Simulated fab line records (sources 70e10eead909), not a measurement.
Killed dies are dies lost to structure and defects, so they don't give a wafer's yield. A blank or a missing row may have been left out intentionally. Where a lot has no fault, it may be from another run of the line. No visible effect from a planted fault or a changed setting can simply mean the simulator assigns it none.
A lot that was struck, set against a sound lot + flow nand harc + 15 out of 1159 route steps
Sound: wafers L334.2, L334.3, L334.6. Struck: wafer L351.1. (L351.3, L351.6 of the same lot were not struck and are left out.) The cause comes at the end.
Per side, at each step with rows, come the tool, then ch with its chambers, and then its first start. Under that, the readings that differ: sound wafers + struck wafers + difference of the means + sigmas: that difference in standard deviations of wafers without a fault.
alike: a reading whose means differ by less than 2 such deviations, as well as words and numbers matching on both sides. not compared: withheld readings; readings where some wafer has no value; bounds like >300 that might hide an equal value; numbers whose values overlap and for which the record gives no deviation.
Wherever a step has rows on one side only, a row that says differs or no value, or a row with sigmas, the two part there. Non-overlapping numbers with no deviation appear without sigmas and do not part them. A reading that every wafer of one side lacks parts them only if that side has two wafers or more.

first, 8 steps without rows for these wafers: NHARC_A_SLIT_DEHYDRATE_01 (time 120 s); NHARC_A_SLIT_HMDS_02 (time 30 s); NHARC_A_SLIT_COAT_03 (resist thk 90 nm); NHARC_A_SLIT_SOFTBAKE_04 (time 55 s); NHARC_A_SLIT_EBR_05; NHARC_A_SLIT_EXPOSE_06 (exposes mask SLIT); NHARC_A_SLIT_PEB_07 (peb time 65 s); NHARC_A_SLIT_DEVELOP_08 (develop time 35 s).
NHARC_A_SLIT_CD_MEAS_09: target cd 300 nm.
  sound on cd sem-02 ch 0, day 14 23:46; struck on cd sem-01 ch 0, day 20 13:08
  alike: cd nm
NHARC_A_SLIT_OVL_MEAS_10:
  sound: overlay-01 at day 14 23:51; struck: overlay-01 at day 20 13:13
  alike: overlay x nm, overlay y nm
NHARC_A_SLIT_INSPECT_11:
  sound: defect inspect-01 at day 14 23:53; struck: defect inspect-02 at day 20 13:16
  alike: raw defect count
NHARC_A_SLIT_DESCUM_14: chemistry O2, time 3 s.
  sound on rie diel-01 ch 2,3, day 14 23:57; struck on rie diel-13 ch 2, day 20 13:19
  alike: drypump motor current A, oes product au, rf vpp V, showerhead plenum p Torr, throttle valve pct
  not compared: rf hours counter h
NHARC_A_SLIT_ETCH_24: etches the open film in CF4/CHF3, target depth 121 nm, time 60.5 s.
  sound on rie diel-01 ch 2,3, day 15 00:02; struck on rie diel-13 ch 1, day 20 13:25
| reading          | sound          | struck | difference | sigmas |
|------------------|----------------|--------|------------|--------|
| run length s (s) | 81.7 81.7 81.7 | 68.8   | -12.9      | -37    |
  alike: drypump motor current A, oes product au, rf vpp V, showerhead plenum p Torr, throttle valve pct
  not compared: rf hours counter h
NHARC_A_SLIT_ETCH_15: etches the open film in O2/COS, target depth 3200 nm, time 832 s.
  sound: rie diel-01 ch 0,1; struck: rie diel-13 ch 3
  alike: drypump motor current A, oes product au, rf vpp V, run length s, showerhead plenum p Torr, throttle valve pct
  not compared: rf hours counter h
-- record jumps: 5 days between struck wafers' starts before vs after; left off in module A_SLIT, resumes in module END, first step shown is number 1159 of the route --
NHARC_END_SORT_01:
  sound on prober-02 ch 0, day 20 03:41; struck on prober-02 ch 0, day 25 18:55
| reading             | sound    | struck                   | difference                   | sigmas |
|---------------------|----------|--------------------------|------------------------------|--------|
| hold                | - - -    | await dispo/4.7h/release | no value on the sound wafers |        |
| killed at array     | 24 23 26 | 427                      | +403                         | +37    |
| killed at periphery | 2 6 2    | 9                        | +6                           | +3     |
| killed dies         | 26 30 28 | 437                      | +409                         | +37    |
  alike: killed at other, killed open, killed short

## WHERE THEY PART
At NHARC_A_SLIT_ETCH_24 first; at NHARC_END_SORT_01 last (within this record only).

WHY: what had been put in by the simulator
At NHARC_A_SLIT_ETCH_24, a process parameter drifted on rie diel-13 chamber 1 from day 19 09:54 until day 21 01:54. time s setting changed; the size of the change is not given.
